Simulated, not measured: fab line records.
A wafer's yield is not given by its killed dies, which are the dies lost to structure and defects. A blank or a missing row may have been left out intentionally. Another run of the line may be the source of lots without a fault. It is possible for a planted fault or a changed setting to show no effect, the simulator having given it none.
What tool caused it? | flow n5-finfet | 21 wafers from 7 lots sampled at 6 of the route's 1938 steps

== WHAT EACH GAUGE READ, for each wafer ==
N5_BEOL_M13_CD_MEAS_28: target cd 209.5 nm. Usual: cd-nm reads 209.6 nm (standard deviation 1.1).
lot  | measured     | on        | cd-nm (nm)        | flag
L558 | day 12 14:02 | cd-sem-01 | 207.9 211.2 207.9 |
L559 | day 13 06:43 | cd-sem-01 | 210.3 209.7 210.2 |
L572 | day 16 00:44 | cd-sem-01 | 202.7 202.7 202.2 | OFF
L573 | day 16 01:38 | cd-sem-03 | 203.1 204.8 203.0 | OFF
L576 | day 16 19:07 | cd-sem-02 | 210.9 209.3 211.1 |
L575 | day 16 19:16 | cd-sem-03 | 211.6 210.2 208.8 |
L577 | day 17 11:08 | cd-sem-01 | 210.0 209.2 210.7 |

N5_BEOL_M13_INSPECT_30: inspects for defects (macro). Usual: raw-defect-count reads 1.9 (standard deviation 1.3).
lot  | measured     | on                | raw-defect-count | flag
L558 | day 12 14:06 | defect-inspect-01 | 1 1 1            |
L559 | day 13 06:46 | defect-inspect-01 | 3 2 2            |
L572 | day 16 00:47 | defect-inspect-02 | 3 1 3            |
L573 | day 16 01:41 | defect-inspect-01 | 2 2 2            |
L576 | day 16 19:10 | defect-inspect-02 | 2 2 3            |
L575 | day 16 19:19 | defect-inspect-02 | 0 3 3            |
L577 | day 17 11:11 | defect-inspect-01 | 0 1 1            |

N5_BEOL_M15_RC_MEAS_101. Usual: COMB_M10 1.5e-11 S/m, standard deviation 3.9e-12; COMB_M11 1.4e-11 S/m, standard deviation 3.3e-12; COMB_M12 5.9e-12 S/m, standard deviation 1.4e-12; COMB_M13 4.6e-12 S/m, standard deviation 1.1e-12; COMB_M14 3.4e-12 S/m, standard deviation 8.9e-13; COMB_M15 2.1e-12 S/m, standard deviation 7.4e-13; COMB_M5 3.6e-11 S/m, standard deviation 6.7e-12; COMB_M6 2.5e-11 S/m, standard deviation 5.9e-12; COMB_M7 2.5e-11 S/m, standard deviation 4.5e-12; COMB_M8 2.5e-11 S/m, standard deviation 4.7e-12; COMB_M9 1.4e-11 S/m, standard deviation 3.3e-12; SERP_M10 3.04 ohm/um, standard deviation 0.084; SERP_M11 3.07 ohm/um, standard deviation 0.085; SERP_M12 0.633 ohm/um, standard deviation 0.016; SERP_M13 0.309 ohm/um, standard deviation 0.0058; SERP_M13_max_site 0.313 ohm/um, standard deviation 0.006; SERP_M14 0.159 ohm/um, standard deviation 0.0042; SERP_M5 39.2 ohm/um, standard deviation 2; SERP_M5_max_site 40.8 ohm/um, standard deviation 2.1; SERP_M6 13.7 ohm/um, standard deviation 0.54; SERP_M7 13.9 ohm/um, standard deviation 0.51; SERP_M8 13.5 ohm/um, standard deviation 0.49; SERP_M9 3.09 ohm/um, standard deviation 0.087.
lot  | measured     | on        | COMB_M10 (S/m)          | COMB_M11 (S/m)          | COMB_M12 (S/m)          | COMB_M13 (S/m)          | COMB_M14 (S/m)          | COMB_M15 (S/m)          | COMB_M5 (S/m)           | COMB_M6 (S/m)           | COMB_M7 (S/m)           | COMB_M8 (S/m)           | COMB_M9 (S/m)           | SERP_M10 (ohm/um) | SERP_M11 (ohm/um) | SERP_M12 (ohm/um) | SERP_M13 (ohm/um) | SERP_M13_max_site (ohm/um) | SERP_M14 (ohm/um) | SERP_M5 (ohm/um) | SERP_M5_max_site (ohm/um) | SERP_M6 (ohm/um) | SERP_M7 (ohm/um) | SERP_M8 (ohm/um) | SERP_M9 (ohm/um) | flag
L558 | day 13 04:37 | prober-02 | 1.8e-11 2.6e-11 2.5e-11 | 1.3e-11 1.5e-11 1.2e-11 | 7.7e-12 6.2e-12 4.5e-12 | 6e-12 5e-12 5.1e-12     | 7.4e-12 4.5e-12 5.3e-12 | 1.9e-12 2.2e-12 2.4e-12 | 3.5e-11 4.2e-11 4e-11   | 3.3e-11 2.2e-11 2.8e-11 | 2.4e-11 2.6e-11 2.9e-11 | 2.5e-11 2.4e-11 2.2e-11 | 1.6e-11 1.6e-11 1.2e-11 | 3.04 2.97 2.88    | 3.18 3.13 3.16    | 0.603 0.609 0.628 | 0.316 0.305 0.315 | 0.320 0.307 0.320          | 0.159 0.156 0.153 | 42.0 41.2 42.7   | 44.9 42.2 44.7            | 13.7 13.8 13.2   | 13.5 13.0 13.7   | 14.4 13.4 13.1   | 3.04 3.06 3.10   |
L559 | day 13 23:53 | prober-02 | 1.8e-11 1.4e-11 1.7e-11 | 1.2e-11 1.4e-11 1.4e-11 | 3.6e-12 7.8e-12 4.4e-12 | 5.5e-12 8.3e-12 5.9e-12 | 3.1e-12 2.7e-12 3.5e-12 | 2.7e-12 2.5e-12 3.5e-12 | 3.2e-11 3.5e-11 4.1e-11 | 1.8e-11 2.8e-11 3.2e-11 | 2.3e-11 2.7e-11 2.5e-11 | 2.7e-11 1.9e-11 2.1e-11 | 1.2e-11 1.5e-11 1.2e-11 | 3.08 3.07 3.12    | 3.07 3.05 3.14    | 0.633 0.637 0.626 | 0.308 0.313 0.301 | 0.311 0.314 0.304          | 0.160 0.159 0.157 | 39.7 36.5 40.7   | 42.1 37.5 42.1            | 13.4 13.3 12.7   | 14.2 13.5 13.4   | 13.3 14.1 13.9   | 2.94 3.11 3.00   |
L572 | day 16 17:02 | prober-01 | 1.7e-11 1.1e-11 1.8e-11 | 1.1e-11 1.1e-11 1.9e-11 | 4.3e-12 5.9e-12 5e-12   | 4.1e-12 4.9e-12 3.8e-12 | 2.2e-12 3.1e-12 3.2e-12 | 1e-12 2.8e-12 1.4e-12   | 3.1e-11 3.7e-11 4.4e-11 | 3.2e-11 2.9e-11 2.3e-11 | 2.9e-11 2.3e-11 2.4e-11 | 2.4e-11 2.3e-11 2.1e-11 | 1.3e-11 1.8e-11 1.1e-11 | 2.95 3.01 2.95    | 3.07 2.93 2.99    | 0.643 0.611 0.621 | 0.330 0.323 0.331 | 0.333 0.325 0.338          | 0.166 0.158 0.164 | 41.8 38.2 37.8   | 44.1 40.6 41.6            | 15.2 13.1 13.9   | 13.3 14.4 14.0   | 13.3 13.6 13.2   | 3.10 3.05 2.97   | OFF
L573 | day 17 01:14 | prober-02 | 1.7e-11 1.8e-11 2e-11   | 2e-11 1.7e-11 1.6e-11   | 7.4e-12 5.7e-12 5e-12   | 4.9e-12 5e-12 5.4e-12   | 2.7e-12 3.1e-12 3.8e-12 | 2.4e-12 2.7e-12 3.3e-12 | 3.7e-11 2.4e-11 3.4e-11 | 2.5e-11 2.8e-11 3.5e-11 | 2.8e-11 2.2e-11 2e-11   | 2.4e-11 3.2e-11 2.6e-11 | 2.1e-11 1.8e-11 1.8e-11 | 3.12 3.04 3.02    | 3.08 2.98 2.90    | 0.630 0.644 0.634 | 0.323 0.324 0.319 | 0.328 0.329 0.321          | 0.151 0.153 0.153 | 39.6 42.3 40.0   | 40.1 46.3 42.4            | 13.5 13.1 12.8   | 12.7 13.6 14.5   | 14.3 13.8 13.6   | 2.97 3.15 2.96   |
L576 | day 17 10:58 | prober-02 | 1.6e-11 1.2e-11 1.2e-11 | 2e-11 1.5e-11 1.6e-11   | 8e-12 7.1e-12 7.6e-12   | 5.4e-12 6.2e-12 4.9e-12 | 3.1e-12 4e-12 3.7e-12   | 3.7e-12 3e-12 3.9e-12   | 2.6e-11 2.7e-11 2.4e-11 | 2.3e-11 3e-11 3.2e-11   | 2.5e-11 2.4e-11 2.5e-11 | 1.7e-11 2.5e-11 3.1e-11 | 1.3e-11 1.3e-11 1.7e-11 | 2.96 2.92 3.00    | 3.06 2.93 2.99    | 0.620 0.643 0.641 | 0.317 0.309 0.302 | 0.322 0.314 0.304          | 0.161 0.156 0.158 | 38.4 35.4 40.7   | 40.9 37.3 41.7            | 14.0 13.8 13.2   | 13.4 13.1 13.0   | 13.8 13.3 13.8   | 3.11 3.18 3.00   |
L575 | day 17 14:42 | prober-02 | 1.4e-11 1.6e-11 1.5e-11 | 1.1e-11 1.4e-11 1.3e-11 | 4.7e-12 6.7e-12 6.6e-12 | 4.3e-12 4.9e-12 4.7e-12 | 4e-12 3.2e-12 3e-12     | 4.3e-12 3.1e-12 3.3e-12 | 3.7e-11 4.3e-11 2.7e-11 | 1.4e-11 2.2e-11 2e-11   | 2.3e-11 2.7e-11 2.3e-11 | 2.1e-11 2.2e-11 2.3e-11 | 1.1e-11 1.2e-11 1.5e-11 | 2.92 2.94 3.09    | 2.88 3.06 3.15    | 0.650 0.637 0.645 | 0.308 0.297 0.306 | 0.310 0.301 0.311          | 0.153 0.160 0.155 | 41.6 37.8 36.4   | 42.4 38.7 37.9            | 12.9 14.2 13.8   | 13.9 13.5 13.2   | 13.9 13.9 13.1   | 3.04 3.05 3.08   |
L577 | day 18 08:22 | prober-01 | 1.2e-11 1e-11 1e-11     | 1.2e-11 1.6e-11 1.1e-11 | 4.3e-12 5.3e-12 4.6e-12 | 5.3e-12 4.9e-12 5.7e-12 | 2.6e-12 3.8e-12 3e-12   | 1.3e-12 1.1e-12 2.1e-12 | 4.3e-11 5.1e-11 4.1e-11 | 2.7e-11 2.6e-11 3.9e-11 | 2.1e-11 2.8e-11 2.2e-11 | 1.8e-11 2.3e-11 1.9e-11 | 9e-12 7e-12 9e-12       | 3.04 2.98 2.98    | 3.06 3.02 3.07    | 0.646 0.621 0.623 | 0.306 0.298 0.296 | 0.309 0.301 0.300          | 0.160 0.159 0.160 | 38.1 36.5 36.3   | 40.7 37.5 36.8            | 14.0 14.1 13.5   | 14.7 13.2 14.1   | 14.1 13.1 13.4   | 3.15 2.99 2.96   |

== TOOL THAT RAN EACH LOT (tool first, then ch and the chambers of the sampled wafers, then the start) ==
lot  | N5_BEOL_M13_DESCUM_15              | N5_BEOL_M13_EXPOSE_25             | N5_BEOL_M13_TRENCH_ETCH_34
L558 | rie-diel-04 ch 0,2, day 12 13:11   | krf-scanner-01 ch 0, day 12 13:52 | rie-diel-04 ch 0,2, day 12 14:32
L559 | rie-diel-01 ch 0,2, day 13 05:51   | krf-scanner-01 ch 0, day 13 06:32 | rie-diel-01 ch 1,2,3, day 13 07:23
L572 | rie-diel-04 ch 2,3, day 15 23:45   | krf-scanner-01 ch 0, day 16 00:34 | rie-diel-01 ch 2,3, day 16 01:14
L573 | rie-diel-06 ch 0,1, day 16 00:39   | krf-scanner-01 ch 0, day 16 01:28 | rie-diel-01 ch 1,3, day 16 02:26
L576 | rie-diel-06 ch 1,2,3, day 16 18:08 | krf-scanner-02 ch 0, day 16 18:57 | rie-diel-06 ch 0,2,3, day 16 19:36
L575 | rie-diel-04 ch 0,1,2, day 16 18:25 | krf-scanner-02 ch 0, day 16 19:05 | rie-diel-04 ch 0,1,3, day 16 19:47
L577 | rie-diel-01 ch 0,1,2, day 17 10:10 | krf-scanner-02 ch 0, day 17 10:58 | rie-diel-04 ch 1,2, day 17 11:40
- N5_BEOL_M13_DESCUM_15: chemistry O2, time 7.9 s.
- N5_BEOL_M13_EXPOSE_25: exposes mask M13, target cd 210 nm.
- N5_BEOL_M13_TRENCH_ETCH_34: etches SiOC in C4F8/O2/Ar, target depth 413.47 nm, time 162.6 s.

== AS READ BY THE TOOLS THEMSELVES (means over the sampled wafers that have a number; for cases with no such wafer, the mark the record gives instead) ==
N5_BEOL_M13_DESCUM_15. Usual: drypump-motor-current-A 5.7 A, standard deviation 0.46; oes-product-au 0.79 a.u., standard deviation 0.092; rf-vpp-V 243.0 V, standard deviation 1.5; showerhead-plenum-p-Torr 2.09 Torr, standard deviation 0.089; throttle-valve-pct 20.44 %, standard deviation 0.27.
lot  | tool        | drypump-motor-current-A (A) | oes-product-au (a.u.) | rf-vpp-V (V) | showerhead-plenum-p-Torr (Torr) | throttle-valve-pct (%) | flag
L558 | rie-diel-04 | 5.5                         | 0.76                  | 243.9        | 2.16                            | 20.56                  |
L559 | rie-diel-01 | 5.8                         | 0.71                  | 243.0        | 2.03                            | 20.72                  |
L572 | rie-diel-04 | 5.9                         | 0.81                  | 243.6        | 2.12                            | 20.31                  |
L573 | rie-diel-06 | 5.6                         | 0.71                  | 242.9        | 2.06                            | 20.55                  |
L576 | rie-diel-06 | 5.5                         | 0.80                  | 242.0        | 2.05                            | 20.30                  |
L575 | rie-diel-04 | 5.5                         | 0.81                  | 243.4        | 2.14                            | 20.60                  |
L577 | rie-diel-01 | 5.9                         | 0.79                  | 245.6        | 2.15                            | 20.57                  |

N5_BEOL_M13_EXPOSE_25. Usual: exposure-dose-mJ-cm2 21.983, standard deviation 0.024; reticle-temp-C 23.00 C, standard deviation 0.1.
lot  | tool           | exposure-dose-mJ-cm2 | reticle-temp-C (C) | flag
L558 | krf-scanner-01 | 21.977               | 22.98              |
L559 | krf-scanner-01 | 21.937               | 22.89              |
L572 | krf-scanner-01 | 20.511               | 23.05              | OFF
L573 | krf-scanner-01 | 20.805               | 22.90              | OFF
L576 | krf-scanner-02 | 22.004               | 23.08              |
L575 | krf-scanner-02 | 22.010               | 22.98              |
L577 | krf-scanner-02 | 21.959               | 23.09              |

N5_BEOL_M13_TRENCH_ETCH_34. Usual: drypump-motor-current-A 5.8 A, standard deviation 0.46; oes-product-au 0.80 a.u., standard deviation 0.1; rf-vpp-V 666 V, standard deviation 3.3; showerhead-plenum-p-Torr 3.42 Torr, standard deviation 0.12; throttle-valve-pct 24.21 %, standard deviation 0.23.
lot  | tool        | drypump-motor-current-A (A) | oes-product-au (a.u.) | rf-vpp-V (V) | showerhead-plenum-p-Torr (Torr) | throttle-valve-pct (%) | flag
L558 | rie-diel-04 | 5.5                         | 0.75                  | 669          | 3.50                            | 24.25                  |
L559 | rie-diel-01 | 5.8                         | 0.83                  | 666          | 3.44                            | 24.22                  |
L572 | rie-diel-01 | 5.4                         | 0.79                  | 667          | 3.50                            | 24.30                  |
L573 | rie-diel-01 | 6.1                         | 0.85                  | 664          | 3.37                            | 24.04                  |
L576 | rie-diel-06 | 5.5                         | 0.89                  | 667          | 3.46                            | 24.07                  |
L575 | rie-diel-04 | 5.6                         | 0.84                  | 667          | 3.48                            | 24.23                  |
L577 | rie-diel-04 | 5.6                         | 0.88                  | 667          | 3.45                            | 24.29                  |

== THE ANSWER, worked out from the rows above alone ==
Rule: lot off if the mean of its wafers having a number is beyond 3 standard deviations from the usual mean. A lot without any number at a reading at which 4 lots or more have one is off too. The other lots that the step has rows for count as sound. After the gauges, taken in route order, come the tools' own readings; for these a lot's mean is taken, as printed above. At the first step where some lot is off, the reading lying furthest off is the one used; lots without a number count as furthest.
Off at N5_BEOL_M13_CD_MEAS_28 (cd-nm): L572, L573.
If a tool, at a process step before that reading, ran all the lots that are off and no sound lot after the first of them, it fits. The gauges at N5_BEOL_M13_CD_MEAS_28 aren't tried: what is off there is off at N5_BEOL_M13_EXPOSE_25 too, on other tools, and a gauge's error can't cause that. One candidate fits, namely krf-scanner-01 at N5_BEOL_M13_EXPOSE_25. A fault onset in the window from L559 (day 13 06:32, its last sound lot) to L572 (day 16 00:34, its first lot off) fits.
The tool's own readings at N5_BEOL_M13_EXPOSE_25 bear it out: on the lots that are off they differ by more than 5 times the standard deviation of the sound lots' means. exposure-dose-mJ-cm2 reads 20.658 there against 21.977 on the sound lots.

== WHAT THE SIMULATOR HAD INSERTED ==
Process parameter drift: krf-scanner-01, from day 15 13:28 on, at N5_BEOL_M13_EXPOSE_25. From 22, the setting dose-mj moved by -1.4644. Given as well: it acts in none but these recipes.
Lots struck among those shown: L572, L573. The rule above found the same.
